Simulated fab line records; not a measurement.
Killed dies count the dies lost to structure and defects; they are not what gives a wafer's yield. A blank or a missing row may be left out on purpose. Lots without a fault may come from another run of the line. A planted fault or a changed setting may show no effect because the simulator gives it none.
fab line records	flow nandHarc
[record] lots = 12	wafers = 36	lastDay = 34
route steps=1302 shown A_STAIRCASE@653 END@1302
lots untouched by any fault: they come from a run of this same line in which no faults occurred
startH: start of the lot's first displayed wafer, in hours after the record's first day	waitH: time in hours since the lot's previous step	" identical to the entry in the row above	L1.1+2: a single row standing in for several wafers	- no value, or no start was given	* or withheld: withheld	< > ~ a bound
route shown NAME@n: a module of which the file shows steps, and the number in the route of the first	usual: mean/standard deviation taken from wafers without a fault	same: alike in all rows	chamber/n: place in a boat	sites: readings site by site	_std_site: standard deviation across them	_edge_site: inner sites' mean taken away from outer sites' mean	radiusMm: for every site, how far away it sits from the centre of the wafer	mask NAME#n: copy n	behind: the tool/chamber that last shaped the wafer	hold: the reason the lot was held/the length of the hold in hours/how it ended	device: the n, p or np transistor that did not switch	end of line: at the end of the route, the tests of the same wafers	for a step that has no rows: nothing shown but its recipe	killed: at the first sort, the dies lost to defects and structure; wafer yield is something else	map: per-die view of a wafer (x killed, . not killed, _ where there is no die)
set.NAME: the setting the step ran with; set.NAME@STEP: the setting that earlier step ran with	model.NAME: the simulator's own value behind a step, which no gauge read
a sample of lots followed through the steps of the route, with each step as a table and each wafer as a row
services: the hour from which a tool's chamber was out of use, counted from the record's first day as startH (under 0 if before that day), plus the number of hours and why
[[steps]]
[step NHARC_A_STAIRCASE_STRIP_171]
[recipe] powerW = 1500	tempC = 250	chemistry = O2
[usual] drypumpMotorCurrentA = 5.4/0.33	heaterPowerW = 305/20	rfReflPowerW = 23/4.9	tempC = 250.02/0.19
lot.wafer	tool	chamber	startH	waitH	drypumpMotorCurrentA	heaterPowerW	rfHoursCounterH	rfReflPowerW	tempC
L101.2	plasmaAsher-02	1	347.92	-	4.9	310	18	28	250.01
L101.3	"	1	"	"	4.9	313	-	28	250.09
L101.6	"	0	"	"	5.7	284	-	25	250.16
L102.1	plasmaAsher-02	1	356.12	-	4.9	315	20	27	250.17
L102.4	"	1	"	"	4.9	314	-	27	249.93
L102.5	"	1	"	"	4.9	316	-	28	249.97
L103.1	plasmaAsher-01	0	380.68	-	5.4	297	6	13	250.21
L103.4	"	1	"	"	5.7	329	-	12	250.26
L103.3	"	0	"	"	5.4	294	-	14	250.19
L109.2	plasmaAsher-01	1	417.31	-	5.8	337	15	-	249.94
L109.1	"	0	"	"	5.4	296	15	-	249.61
L109.4	"	1	"	"	5.7	336	-	-	249.72
L111.1	plasmaAsher-02	0	447.72	-	5.6	281	1	-	249.89
L111.3	"	1	"	"	4.9	312	-	-	250.13
L111.5	"	1	"	"	4.9	317	-	-	249.69
L112.2	plasmaAsher-01	0	462.60	-	5.4	304	26	13	250.44
L112.3	"	1	"	"	5.7	331	-	13	250.05
L112.6	"	0	"	"	5.4	297	-	14	250.06
L117.1	plasmaAsher-02	1	516.34	-	4.9	320	16	28	250.09
L117.5	"	0	"	"	5.6	287	-	24	249.73
L117.6	"	1	"	"	4.9	315	-	27	250.24
L119.1	plasmaAsher-02	1	526.31	-	4.9	323	19	26	250.17
L119.3	"	1	"	"	4.9	327	-	27	249.94
L119.6	"	1	"	"	4.9	324	-	26	249.99
L121.4	plasmaAsher-01	0	546.51	-	5.4	294	-	-	249.71
L121.5	"	1	"	"	5.7	341	-	-	249.87
L121.6	"	0	"	"	5.4	296	-	-	249.74
L120.3	plasmaAsher-02	1	546.62	-	4.9	312	-	28	250.51
L120.6	"	1	"	"	4.9	311	-	28	250.42
L120.5	"	0	"	"	5.7	285	-	24	250.24
L123.2	plasmaAsher-02	0	565.35	-	5.6	286	27	24	249.90
L123.1	"	1	"	"	4.9	322	27	28	249.84
L123.3	"	0	"	"	5.6	273	-	24	249.94
L122.1	plasmaAsher-02	1	569.23	-	4.9	315	28	-	249.70
L122.2	"	0	"	"	5.6	283	28	-	250.22
L122.5	"	1	"	"	4.9	315	-	-	250.04
[step NHARC_A_STAIRCASE_ETCH_13]
[recipe] targetDepthA = 1000	timeS = 40.5	ionEnergyEv = 400	c4f8FlowSccm = 20	o2FlowSccm = 10	arFlowSccm = withheld	rfW = 600	biasW = 1000	chemistry = C4F8/O2
[usual] oesProductAu = 0.948/0.011	rfVppV = 894/5.1	runLengthS = 61.8/0.4
lot.wafer	tool	chamber	startH	waitH	oesProductAu	rfHoursCounterH	rfVppV	runLengthS
L101.2	rieDiel-04	1	352.31	-	0.935	53	888	61.9
L101.3	"	2	"	"	0.949	54	895	62.4
L101.6	"	2	"	"	0.938	-	892	62.1
L102.1	rieDiel-07	1	361.36	-	0.932	27	893	62.2
L102.4	"	3	"	"	0.933	23	892	61.7
L102.5	"	0	"	"	0.931	-	903	61.1
L103.3	rieDiel-04	2	382.40	-	0.940	5	892	61.8
L103.1	"	3	"	"	0.962	7	898	61.5
L103.4	"	1	"	"	0.940	7	888	62.1
L109.2	rieDiel-10	3	419.07	-	0.931	34	890	61.1
L109.4	"	1	"	"	0.937	53	893	62.1
L109.1	"	2	"	"	0.934	51	890	62.4
L111.1	rieDiel-10	0	449.48	-	0.950	4	896	73.1
L111.3	"	1	"	"	0.964	3	891	61.9
L111.5	"	3	"	"	0.938	-	891	61.3
L112.3	rieDiel-10	0	464.35	-	0.946	11	897	72.7
L112.2	"	3	"	"	0.963	8	891	61.6
L112.6	"	1	"	"	0.954	-	889	62.0
L117.1	rieDiel-07	3	518.06	-	0.963	9	890	62.3
L117.5	"	0	"	"	0.954	-	903	61.2
L117.6	"	1	"	"	0.958	-	893	62.6
L119.1	rieDiel-07	1	528.06	-	0.965	11	891	62.2
L119.3	"	2	"	"	0.950	12	895	61.5
L119.6	"	1	"	"	0.965	-	893	62.4
L121.4	rieDiel-04	1	548.12	-	0.947	1	887	61.9
L121.6	"	2	"	"	0.953	-	892	61.8
L121.5	"	3	"	"	0.943	-	899	61.6
L120.3	rieDiel-04	0	548.31	-	0.933	1	903	61.1
L120.6	"	3	"	"	0.948	-	898	61.7
L120.5	"	0	"	"	0.939	-	904	61.0
L123.3	rieDiel-10	0	567.11	-	0.950	45	894	61.8
L123.1	"	1	"	"	0.953	49	889	62.1
L123.2	"	2	"	"	0.941	46	888	62.5
L122.1	rieDiel-04	2	570.88	-	0.964	7	891	61.9
L122.2	"	3	"	"	0.945	8	897	61.8
L122.5	"	2	"	"	0.949	-	892	61.8
[step NHARC_A_STAIRCASE_TRIM_20]
[recipe] timeS = 211.2	o2FlowSccm = 500	arFlowSccm = 0	biasW = 0	chemistry = O2
[usual] drypumpMotorCurrentA = 5.7/0.54	oesProductAu = 1.002/0.007	rfVppV = 57.5/0.84	showerheadPlenumPTorr = 3.48/0.14	throttleValvePct = 17.036/0.0093
[same] timeS = 211.2
lot.wafer	tool	chamber	startH	waitH	drypumpMotorCurrentA	oesProductAu	rfHoursCounterH	rfVppV	showerheadPlenumPTorr	throttleValvePct
L101.3	rieDiel-04	3	353.20	0.1	6.2	0.988	55	57.9	3.61	17.036
L101.2	"	0	"	"	4.6	0.987	59	57.0	3.77	17.041
L101.6	"	3	"	"	6.2	0.993	-	57.2	3.61	17.041
L102.4	rieDiel-07	1	362.90	0.1	5.7	0.994	28	57.3	3.46	17.029
L102.1	"	3	"	"	6.1	1.001	24	57.2	3.41	17.022
L102.5	"	2	"	"	5.9	0.999	-	58.2	3.50	17.041
L103.1	rieDiel-10	2	383.41	0.1	5.9	1.003	36	57.5	3.33	17.037
L103.3	"	1	"	"	5.2	1.007	-	58.5	3.42	17.023
L103.4	"	2	"	"	5.9	0.997	-	58.4	3.33	17.040
L109.1	rieDiel-07	2	420.02	0.1	5.9	0.996	47	56.9	3.49	17.054
L109.2	"	1	"	"	5.7	0.997	46	57.9	3.45	17.017
L109.4	"	2	"	"	5.9	0.998	-	58.8	3.49	17.023
L111.1	rieDiel-10	0	450.38	0.1	6.3	1.012	4	57.1	3.53	17.028
L111.3	"	1	"	"	5.2	0.988	4	57.1	3.41	17.023
L111.5	"	3	"	"	5.5	1.009	-	57.8	3.40	17.027
L112.3	rieDiel-04	1	465.24	0.1	4.9	0.996	35	57.5	3.30	17.041
L112.2	"	2	"	"	5.8	1.010	33	57.2	3.44	17.042
L112.6	"	1	"	"	4.9	0.999	-	57.1	3.30	17.044
L117.1	rieDiel-04	0	518.99	0.1	4.6	0.992	51	58.9	3.74	17.030
L117.6	"	1	"	"	4.9	1.000	-	57.1	3.29	17.031
L117.5	"	2	"	"	5.8	0.994	-	57.7	3.43	17.037
L119.1	rieDiel-04	2	529.48	0.1	5.8	0.996	57	57.7	3.42	17.029
L119.3	"	0	"	"	4.6	1.000	56	56.8	3.74	17.031
L119.6	"	2	"	"	5.8	0.997	-	57.3	3.42	17.037
L121.4	rieDiel-04	0	549.11	0.1	4.7	1.010	2	58.2	3.74	17.049
L121.6	"	3	"	"	6.2	1.009	-	57.6	3.57	17.036
L121.5	"	0	"	"	4.6	1.007	-	58.0	3.74	17.029
L120.3	rieDiel-10	3	549.42	0.1	5.6	1.010	34	56.0	3.38	17.044
L120.5	"	2	"	"	5.9	0.997	-	57.8	3.31	17.038
L120.6	"	3	"	"	5.6	1.012	-	57.5	3.38	17.033
L123.2	rieDiel-10	3	567.99	0.1	5.6	1.008	41	58.4	3.38	17.039
L123.3	"	0	"	"	6.3	1.003	46	56.9	3.51	17.037
L123.1	"	1	"	"	5.2	1.006	49	57.9	3.38	17.040
L122.1	rieDiel-10	3	571.77	0.1	5.6	1.013	42	57.6	3.38	17.027
L122.2	"	0	"	"	6.3	1.007	47	57.8	3.51	17.024
L122.5	"	3	"	"	5.6	1.010	-	57.0	3.38	17.023
[step NHARC_A_STAIRCASE_ETCH_25]
[recipe] targetDepthA = 1000	timeS = 40.5	ionEnergyEv = 400	c4f8FlowSccm = 20	o2FlowSccm = 10	arFlowSccm = withheld	rfW = 600	biasW = 1000	chemistry = C4F8/O2
[usual] oesProductAu = 0.944/0.0094	rfVppV = 894/5.2	runLengthS = 61.9/0.4
[same] timeS = 40.5
lot.wafer	tool	chamber	startH	waitH	oesProductAu	rfHoursCounterH	rfVppV	runLengthS
L101.3	rieDiel-04	2	-	-	0.939	54	892	61.7
L101.2	"	0	"	"	0.938	60	907	61.1
L101.6	"	3	"	"	0.943	-	899	61.9
L102.1	rieDiel-07	0	-	-	0.942	28	904	61.1
L102.4	"	2	"	"	0.950	24	896	62.3
L102.5	"	0	"	"	0.944	-	903	61.2
L103.1	rieDiel-10	2	-	-	0.939	37	890	62.1
L103.3	"	2	"	"	0.942	-	888	62.1
L103.4	"	1	"	"	0.942	-	892	61.9
L109.1	rieDiel-07	2	-	-	0.927	47	895	62.1
L109.2	"	0	"	"	0.947	48	902	61.3
L109.4	"	1	"	"	0.941	-	893	62.4
L111.3	rieDiel-10	0	-	-	0.952	4	898	61.7
L111.1	"	2	"	"	0.968	4	890	62.7
L111.5	"	0	"	"	0.946	-	898	61.8
L112.2	rieDiel-04	2	-	-	0.930	33	891	61.9
L112.3	"	1	"	"	0.930	36	887	62.2
L112.6	"	2	"	"	0.937	-	893	61.8
L117.1	rieDiel-04	3	-	-	0.943	54	898	61.7
L117.6	"	0	"	"	0.945	-	904	61.1
L117.5	"	1	"	"	0.950	-	886	62.3
L119.3	rieDiel-04	0	-	-	0.933	56	904	61.5
L119.1	"	1	"	"	0.935	53	887	62.2
L119.6	"	1	"	"	0.933	-	886	61.9
L121.4	rieDiel-04	3	-	-	0.940	2	898	61.4
L121.6	"	0	"	"	0.940	-	901	61.4
L121.5	"	1	"	"	0.938	-	885	62.1
L120.3	rieDiel-10	0	-	-	0.950	40	895	61.7
L120.6	"	2	"	"	0.940	-	888	62.3
L120.5	"	3	"	"	0.935	-	891	61.4
L123.2	rieDiel-10	3	-	-	0.944	41	892	62.0
L123.1	"	0	"	"	0.956	46	896	61.7
L123.3	"	2	"	"	0.952	46	887	62.3
L122.2	rieDiel-10	0	-	-	0.939	47	895	62.2
L122.1	"	2	"	"	0.942	48	887	62.4
L122.5	"	3	"	"	0.942	-	890	61.6
[step NHARC_END_SORT_01]
[recipe] tempC = 25
[usual] killedAtArray = 44/16	killedAtOther = 0.6/1.1	killedAtPeriphery = 3.9/2.6	killedDies = 48/16	killedOpen = 3.1/1.9	killedShort = 2.4/1.8
[same] grossDies = 677
lot.wafer	tool	chamber	startH	waitH	killedAtArray	killedAtOther	killedAtPeriphery	killedDies	killedOpen	killedShort
L111.1	prober-01	0	656.42	2.5	550	1	5	556	4	7
L111.3	prober-01	0	658.02	3.1	37	0	4	41	2	8
L111.5	prober-01	0	659.63	3.7	37	1	8	46	6	1
L112.2	prober-02	0	668.67	2.8	39	2	3	44	1	2
L112.3	prober-02	0	669.47	3.1	590	0	3	593	4	0
L112.6	prober-02	0	671.87	4.0	41	2	3	46	5	0
// killed by level:class
L111.1 A_STAIRCASE:areaEtch=502 A_SLIT:chamberFilmFlake=18 A_CHANNEL_HOLE_D2:chamberFilmFlake=12 A_STAIRCASE:chamberFilmFlake=5 A_M0:geometricParticle:short=2 A_ONON_D2:geometricParticle:open=2 P_M0:chamberFilmFlake=2 A_CHANNEL_HOLE_D1:chamberFilmFlake=2
L111.3 A_SLIT:chamberFilmFlake=12 A_CHANNEL_HOLE_D2:chamberFilmFlake=5 A_STAIRCASE:chamberFilmFlake=3 A_DECK1_JOINT:geometricParticle:short=2 A_WL_FILL:geometricParticle:short=2 P_M2:chamberFilmFlake=2 A_CONTACT:chamberFilmFlake=2 A_M0:chamberFilmFlake=2
L111.5 A_SLIT:chamberFilmFlake=16 A_CHANNEL_HOLE_D2:chamberFilmFlake=6 A_CHANNEL_HOLE_D1:chamberFilmFlake=5 P_M2:chamberFilmFlake=4 A_CONTACT:chamberFilmFlake=3 P_M0:geometricParticle:open=1 A_ONON_D1:geometricParticle:open=1 A_DECK1_JOINT:geometricParticle:open=1
L112.2 A_SLIT:chamberFilmFlake=14 A_CHANNEL_HOLE_D2:chamberFilmFlake=12 A_STAIRCASE:chamberFilmFlake=5 P_ZERO_WELL:chamberFilmFlake=2 THIN_TSV:chamberFilmFlake=2 P_M0:geometricParticle:open=1 A_SOURCE_PLATE:geometricParticle:short=1 A_M1:geometricParticle:short=1
L112.3 A_STAIRCASE:areaEtch=545 A_SLIT:chamberFilmFlake=16 A_CHANNEL_HOLE_D2:chamberFilmFlake=8 A_CHANNEL_HOLE_D1:chamberFilmFlake=7 A_STAIRCASE:chamberFilmFlake=6 P_ZERO_WELL:chamberFilmFlake=2 A_CONTACT:chamberFilmFlake=2 P_CONTACT:geometricParticle:open=1
L112.6 A_SLIT:chamberFilmFlake=15 A_CHANNEL_HOLE_D2:chamberFilmFlake=6 A_CONTACT:chamberFilmFlake=6 A_STAIRCASE:chamberFilmFlake=5 A_CHANNEL_HOLE_D1:chamberFilmFlake=3 P_ZERO_WELL:chamberFilmFlake=2 THIN_TSV:chamberFilmFlake=2 P_M0:geometricParticle:open=1
[[services]]
tool	chamber	startH	hours	kind
rieDiel-04	3	327.63	18.1	repair
rieDiel-04	0	336.58	-	clean
rieDiel-04	1	336.58	-	clean
rieDiel-04	2	336.58	-	clean
plasmaAsher-01	-	342.04	9.0	pm
rieDiel-10	2	348.90	2.8	repair
rieDiel-04	-	355.41	9.0	pm
rieDiel-04	0	355.41	9.0	ventCycle
rieDiel-04	1	355.41	9.0	ventCycle
rieDiel-04	2	355.41	9.0	ventCycle
rieDiel-07	0	364.85	8.3	repair
rieDiel-10	0	379.77	7.1	repair
rieDiel-07	1	408.63	3.9	repair
rieDiel-07	3	411.93	19.5	repair
rieDiel-10	-	419.56	9.0	pm
plasmaAsher-02	-	431.39	9.0	pm
rieDiel-07	-	468.92	0.6	repair
rieDiel-07	-	471.23	9.0	pm
rieDiel-04	0	488.14	4.4	repair
rieDiel-04	1	492.65	4.0	repair
plasmaAsher-01	-	519.04	9.0	pm
rieDiel-04	-	532.41	9.0	pm
rieDiel-07	-	550.42	0.9	repair
rieDiel-07	0	562.55	12.0	repair
[[key]]
[firstSign] step = NHARC_A_STAIRCASE_ETCH_13	reading = runLengthS	direction = up	sigmas = 28	usual = *	struck = *
[effect] step = NHARC_END_SORT_01	reading = killedAtArray	direction = up	sigmas = 33	usual = 44	struck = 570
[moreKillsBornAt] NHARC_A_STAIRCASE_ETCH_13@rieDiel-10 = 1047
metAt NHARC_A_STAIRCASE_ETCH_13
struckLots L111,L112
struckWafers L111.1,L112.3
laterRowsLeftOut L111.1,L112.3
testerLeftOut L111,L112
notActingAt NHARC_A_STAIRCASE_STRIP_171,NHARC_A_STAIRCASE_TRIM_20,NHARC_A_STAIRCASE_ETCH_25
[fault] kind = processParameterDrift	tool = rieDiel-10	chamber = 0	onsetH = 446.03	steps = NHARC_A_STAIRCASE_ETCH_13	channel = timeS	offset = *	shape = step	endH = 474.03	actsIn = *	stated = *
// testerLeftOut: of these lots the tester's yield and bins aren't shown, on N5 and GAA mostly nor the transistor test; their killed dies are dies lost to structure and defects alone, not to doping, threshold or leakage, so they don't give the yield
// laterRowsLeftOut: the simulator's readings of these wafers behind a module that went badly wrong aren't trusted and aren't shown, but for the sort
